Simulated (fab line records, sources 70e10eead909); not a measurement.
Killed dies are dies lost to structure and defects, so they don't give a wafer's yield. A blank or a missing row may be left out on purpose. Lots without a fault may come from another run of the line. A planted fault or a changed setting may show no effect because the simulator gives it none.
fab line records | flow nand_harc
record lots=6 wafers=18 last_day=30
route steps=1302 shown P_ZERO_WELL@7 END@1302
lots that met no fault: from a run of the same line without faults
start_h: hours from the record's first day to the start of the lot's first wafer shown | wait_h: hours since the lot's step before | " the same as in the row above | L1.1+2: a row that stands for several wafers | - no value, or no start given | * or withheld: withheld | < > ~ a bound
route shown NAME@n: a module of which the file shows steps, and the number in the route of the first | usual: mean/standard deviation of fault-free wafers | same: alike in all rows | chamber/n: place in a boat | sites: the reading at each site | _std_site: their standard deviation | _edge_site: outer sites' mean less inner sites' | radius_mm: how far each site lies from the wafer's centre | mask NAME#n: copy n | behind: the tool/chamber that last shaped the wafer | hold: why the lot was held/for how many hours/how that ended | device: the transistor (n, p or np) that didn't switch | end of line: the same wafers' tests at the end of the route | a step without rows: its recipe alone | killed: dies lost to structure and defects at the first sort, not the wafer's yield | map: a wafer's dies, x killed, . not, _ none there
set.NAME: the setting as run; set.NAME@STEP: as run at that earlier step | model.NAME: the simulator's own value behind a step, which no gauge read
lots at some steps of the route; a table a step, a row a wafer
services: from which hour (start_h, from the record's first day; less than 0 if before it) a tool's chamber was out of use, for how many hours, and why
## steps
# step NHARC_P_ZERO_WELL_COAT_64
# recipe temp_c=200 time_s=65
# step NHARC_P_ZERO_WELL_COAT_05
# recipe spin_rpm=2000 resist_thk_nm=600
# step NHARC_P_ZERO_WELL_SOFTBAKE_06
# recipe temp_c=125 time_s=70
# step NHARC_P_ZERO_WELL_EBR_07
# step NHARC_P_ZERO_WELL_EXPOSE_08
# recipe na=0.55 target_cd_nm=500 dose_mj=33.8 mask_id=P_ZERO
# step NHARC_P_ZERO_WELL_PEB_09
# recipe peb_temp_c=128 peb_time_s=80
# step NHARC_P_ZERO_WELL_DEVELOP_10
# recipe time_s=50 dev_temp_c=22
# step NHARC_P_ZERO_WELL_CD_MEAS_11
# recipe target_cd_nm=500 landing_energy_ev=500
# usual cd_nm=500.0/2.1
# columns lot.wafer tool chamber start_h wait_h cd_nm
L129.2 cd_sem-01 0 41.12 - 498.0
L129.5 " 0 " " 499.6
L129.6 " 0 " " 496.9
L131.1 cd_sem-01 0 61.35 - 497.4
L131.4 " 0 " " 498.9
L131.5 " 0 " " 500.6
L133.1 cd_sem-03 0 81.23 - 501.8
L133.2 " 0 " " 500.8
L133.3 " 0 " " 500.7
L135.2 cd_sem-01 0 101.25 - 497.9
L135.3 " 0 " " 499.6
L135.5 " 0 " " 500.4
L142.1 cd_sem-01 0 171.11 - 497.0
L142.2 " 0 " " 502.0
L142.3 " 0 " " 500.2
L143.2 cd_sem-02 0 181.14 - 501.5
L143.4 " 0 " " 502.0
L143.5 " 0 " " 500.9
# step NHARC_P_ZERO_WELL_HARDBAKE_12
# recipe temp_c=118 time_s=65
# step NHARC_P_ZERO_WELL_DESCUM_13
# recipe time_s=3 o2_flow_sccm=200 ar_flow_sccm=0 bias_power_w=0 chemistry=O2
# usual drypump_motor_current_A=5.6/0.45 mfc_ar_sccm=0.012/0.015 oes_product_au=1.003/0.015 rf_vpp_V=57.8/0.89 showerhead_plenum_p_Torr=1.90/0.07 throttle_valve_pct=11.311/0.0091
# columns lot.wafer tool chamber start_h wait_h drypump_motor_current_A mfc_ar_sccm oes_product_au rf_hours_counter_h rf_vpp_V showerhead_plenum_p_Torr throttle_valve_pct
L129.2 rie_diel-13 3 41.27 - 5.8 0.030 1.008 14 60.9 1.91 11.321
L129.5 " 3 " " 5.9 0.030 1.002 - 58.4 1.91 11.320
L129.6 " 0 " " 4.7 0 1.023 - 59.4 2.02 11.294
L131.1 rie_diel-13 2 61.52 - 5.7 0 0.968 20 56.6 1.80 11.301
L131.4 " 0 " " 4.7 0 1.010 24 58.3 2.02 11.309
L131.5 " 3 " " 5.8 0.030 1.003 - 57.3 1.91 11.326
L133.2 rie_diel-12 3 81.39 - 6.1 0.004 1.008 49 58.8 1.97 11.317
L133.3 " 1 " " 5.4 0 1.005 48 56.6 1.79 11.322
L133.1 " 2 " " 5.1 0 0.993 53 57.2 1.96 11.310
L135.2 rie_diel-04 1 101.42 - 5.5 0.009 0.992 31 58.3 1.90 11.326
L135.3 " 2 " " 5.2 0.035 1.034 32 58.1 1.95 11.310
L135.5 " 3 " " 5.4 0.026 1.012 - 57.7 1.84 11.308
L142.2 rie_diel-12 0 171.29 - 6.2 0.035 0.995 20 57.9 1.87 11.314
L142.1 " 1 " " 5.4 0 1.026 22 56.4 1.78 11.323
L142.3 " 2 " " 5.1 0 1.001 23 57.2 1.95 11.318
L143.2 rie_diel-12 1 181.30 - 5.4 0 1.023 24 57.1 1.78 11.323
L143.4 " 3 " " 6.1 0.004 0.989 19 60.0 1.96 11.311
L143.5 " 0 " " 6.2 0.035 0.988 - 59.0 1.87 11.310
# step NHARC_P_ZERO_WELL_ETCH_65
# recipe target_depth_a=800 overetch_a=240 time_s=87.88 ion_energy_ev=200 n2_flow_sccm=150 h2_flow_sccm=150 ar_flow_sccm=0 rf_w=400 bias_w=150 chemistry=N2/H2
# usual drypump_motor_current_A=5.6/0.45 mfc_ar_sccm=0.012/0.014 oes_product_au=1.004/0.015 rf_vpp_V=430.0/2.2 showerhead_plenum_p_Torr=2.02/0.076 throttle_valve_pct=14.172/0.0092
# columns lot.wafer tool chamber start_h wait_h drypump_motor_current_A mfc_ar_sccm oes_product_au rf_hours_counter_h rf_vpp_V showerhead_plenum_p_Torr throttle_valve_pct
L129.2 rie_diel-13 2 41.36 0.1 5.7 0 0.993 15 428.7 1.92 14.161
L129.5 " 1 " " 6.2 0 1.018 - 429.9 1.98 14.156
L129.6 " 2 " " 5.7 0 0.984 - 427.2 1.92 14.183
L131.4 rie_diel-13 0 61.66 0.1 4.7 0 1.016 24 433.2 2.15 14.173
L131.1 " 3 " " 5.8 0.030 1.005 21 431.5 2.03 14.177
L131.5 " 0 " " 4.7 0 1.017 - 433.9 2.15 14.164
L133.2 rie_diel-12 2 81.48 0.1 5.0 0 0.978 53 430.9 2.09 14.170
L133.1 " 3 " " 6.1 0.004 0.994 49 431.7 2.10 14.177
L133.3 " 1 " " 5.4 0 0.997 48 425.5 1.90 14.175
L135.3 rie_diel-04 2 101.49 0.1 5.1 0.035 1.018 32 431.9 2.08 14.174
L135.2 " 3 " " 5.4 0.026 1.012 30 428.0 1.96 14.183
L135.5 " 3 " " 5.4 0.026 1.010 - 428.7 1.96 14.153
L142.3 rie_diel-12 0 171.37 0.1 6.2 0.035 0.972 20 429.0 1.99 14.184
L142.1 " 1 " " 5.4 0 1.013 22 426.9 1.89 14.180
L142.2 " 3 " " 6.1 0.004 0.981 16 431.7 2.10 14.160
L143.4 rie_diel-12 3 181.40 0.1 6.1 0.004 1.004 19 432.2 2.10 14.162
L143.2 " 0 " " 6.2 0.035 1.007 22 429.4 1.99 14.175
L143.5 " 2 " " 5.1 0 0.999 - 430.7 2.08 14.187
# step NHARC_P_ZERO_WELL_ETCH_62
# recipe target_depth_a=130 time_s=6.5 chf3_flow_sccm=50 ar_flow_sccm=200 rf_w=500 bias_w=200 chemistry=CHF3/Ar
# usual drypump_motor_current_A=5.6/0.46 mfc_ar_sccm=200.0/0.62 oes_product_au=0.966/0.017 rf_vpp_V=370.2/1.9 showerhead_plenum_p_Torr=2.33/0.082 throttle_valve_pct=20.217/0.0087
# columns lot.wafer tool chamber start_h wait_h drypump_motor_current_A mfc_ar_sccm oes_product_au rf_hours_counter_h rf_vpp_V showerhead_plenum_p_Torr throttle_valve_pct
L129.2 rie_diel-13 1 - - 6.2 199.8 0.996 18 369.8 2.28 20.225
L129.5 " 3 " " 5.9 198.7 0.956 - 371.2 2.34 20.205
L129.6 " 0 " " 4.7 200.2 0.979 - 374.0 2.47 20.219
L131.1 rie_diel-13 2 - - 5.7 200.0 0.946 21 365.8 2.21 20.232
L131.4 " 0 " " 4.7 199.3 0.968 24 372.5 2.47 20.207
L131.5 " 1 " " 6.1 200.2 0.958 - 368.5 2.28 20.215
L133.3 rie_diel-12 0 - - 6.2 200.6 0.949 44 370.2 2.30 20.200
L133.2 " 1 " " 5.4 200.6 0.981 49 366.4 2.20 20.222
L133.1 " 2 " " 5.1 200.0 0.973 53 372.5 2.40 20.226
L135.2 rie_diel-04 0 - - 6.0 201.2 0.958 29 372.5 2.40 20.221
L135.3 " 1 " " 5.5 200.0 0.970 31 371.8 2.33 20.224
L135.5 " 1 " " 5.5 200.0 0.964 - 370.8 2.33 20.226
L142.1 rie_diel-12 1 - - 5.4 201.4 1.003 22 367.8 2.19 20.225
L142.2 " 3 " " 6.1 199.5 0.954 16 372.2 2.40 20.218
L142.3 " 0 " " 6.2 200.1 0.961 21 368.8 2.29 20.220
L143.4 rie_diel-12 1 - - 5.4 200.5 0.964 24 367.6 2.19 20.205
L143.2 " 0 " " 6.2 199.3 0.935 22 369.1 2.29 20.221
L143.5 " 2 " " 5.1 199.5 0.953 - 371.4 2.39 20.213
# step NHARC_P_ZERO_WELL_ETCH_63
# recipe target_depth_a=1200 time_s=40.1 hbr_flow_sccm=150 cl2_flow_sccm=50 rf_w=400 icp_w=400 bias_w=100 chemistry=HBr/Cl2
# usual drypump_motor_current_A=5.6/0.42 oes_product_au=0.997/0.016 throttle_valve_pct=26.405/0.0096
# columns lot.wafer tool chamber start_h wait_h drypump_motor_current_A oes_product_au rf_hours_counter_h throttle_valve_pct
L129.2 rie_si-04 0 41.53 - 4.9 1.001 0.2 26.408
L129.5 " 0 " " 4.9 0.998 - 26.401
L129.6 " 1 " " 5.2 1.011 - 26.420
L131.4 rie_si-06 0 61.83 - 5.9 0.970 0.9 26.404
L131.1 " 1 " " 6.2 0.978 0.8 26.425
L131.5 " 1 " " 6.3 0.989 - 26.417
L133.3 rie_si-04 0 81.69 - 4.9 0.983 0.5 26.409
L133.2 " 2 " " 6.4 1.415 0.6 26.399
L133.1 " 3 " " 5.7 1.008 0.6 26.410
L135.2 rie_si-04 0 101.66 - 4.9 1.371 0.6 26.400
L135.3 " 3 " " 5.7 1.006 0.7 26.417
L135.5 " 0 " " 4.9 1.362 - 26.406
L142.1 rie_si-06 3 171.67 - 5.5 1.013 0.5 26.402
L142.3 " 0 " " 5.9 0.983 0.6 26.400
L142.2 " 2 " " 5.3 0.981 0.5 26.412
L143.4 rie_si-06 2 181.73 - 5.3 0.978 0.6 26.389
L143.2 " 1 " " 6.2 1.001 0.7 26.402
L143.5 " 2 " " 5.4 0.980 - 26.407
# step NHARC_P_ZERO_WELL_STRIP_15
# recipe time_s=900 temp_c=130 chemistry=SPM
# step NHARC_END_SORT_01
# recipe temp_c=25
# usual killed_at_array=59/21 killed_at_other=0.8/1.1 killed_at_periphery=4.1/2.8 killed_dies=64/20 killed_open=3.1/1.7 killed_short=2.4/1.6
# same gross_dies=677
# columns lot.wafer tool chamber start_h wait_h killed_at_array killed_at_other killed_at_periphery killed_dies killed_open killed_short
L129.2 prober-01 0 595.34 2.8 50 1 6 57 3 4
L129.5 prober-01 0 597.72 3.7 43 0 6 49 3 5
L129.6 prober-01 0 598.52 4.0 43 0 8 51 6 0
# killed by level:class
L129.2 A_CHANNEL_HOLE_D2:chamber_film_flake=34 A_CONTACT:chamber_film_flake=9 A_CHANNEL_HOLE_D1:chamber_film_flake=3 P_BONDPAD:chamber_film_flake=2 P_M0:geometric_particle:short=1 P_M1:geometric_particle:open=1 A_SOURCE_PLATE:geometric_particle:short=1 A_CHANNEL_FILL_D1:geometric_particle:open=1
L129.5 A_CHANNEL_HOLE_D2:chamber_film_flake=21 A_CONTACT:chamber_film_flake=9 A_CHANNEL_HOLE_D1:chamber_film_flake=3 A_BLC:chamber_film_flake=3 A_WL_FILL:geometric_particle:short=2 P_M0:chamber_film_flake=2 P_CONTACT:geometric_particle:short=1 A_SOURCE_PLATE:geometric_particle:short=1
L129.6 A_CHANNEL_HOLE_D2:chamber_film_flake=31 P_BONDPAD:chamber_film_flake=5 A_WL_FILL:geometric_particle:open=2 A_CHANNEL_HOLE_D1:chamber_film_flake=2 A_CONTACT:chamber_film_flake=2 A_BLC:chamber_film_flake=2 P_M0:geometric_particle:open=1 A_CHANNEL_FILL_D2:geometric_particle:open=1
## services
# columns tool chamber start_h hours kind
rie_diel-12 0 21.50 - clean
rie_diel-12 1 21.50 - clean
rie_diel-12 2 21.50 - clean
rie_diel-12 3 21.50 - clean
rie_si-06 - 44.63 1.6 repair
rie_diel-12 0 46.00 - clean
rie_diel-13 - 46.06 1.0 repair
rie_diel-13 3 64.63 4.5 repair
rie_si-06 - 72.00 9.0 pm
rie_diel-12 2 87.29 2.9 repair
rie_diel-13 0 88.75 10.1 repair
rie_diel-12 - 91.51 9.0 pm
rie_diel-13 3 106.02 23.5 repair
rie_diel-04 0 145.55 14.1 repair
rie_si-06 - 147.17 3.3 repair
rie_diel-12 - 149.48 1.0 repair
rie_diel-12 3 156.83 5.2 repair
rie_diel-13 3 157.57 14.4 repair
rie_si-06 1 161.55 5.7 repair
rie_si-04 - 165.35 9.0 pm
rie_diel-13 - 165.81 9.0 pm
rie_diel-04 3 175.03 9.7 repair
rie_si-04 1 175.54 2.4 repair
rie_diel-04 - 179.29 9.0 pm
## key
first_sign step=NHARC_P_ZERO_WELL_ETCH_63 reading=oes_product_au direction=up sigmas=24 usual=0.997 struck=1.383
effect none on later readings
met_at NHARC_P_ZERO_WELL_ETCH_63
struck_wafers L133.2,L135.2,L135.5
tester_left_out L133,L135
onset_between 41.53 81.69
fault kind=process_parameter_drift tool=rie_si-04 chamber=- onset_h=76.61 steps=NHARC_P_ZERO_WELL_ETCH_63 channel=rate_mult offset=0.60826 shape=step end_h=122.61 scope=struck_wafers_only
# tester_left_out: of these lots the tester's yield and bins aren't shown, on N5 and GAA mostly nor the transistor test; their killed dies are dies lost to structure and defects alone, not to doping, threshold or leakage, so they don't give the yield
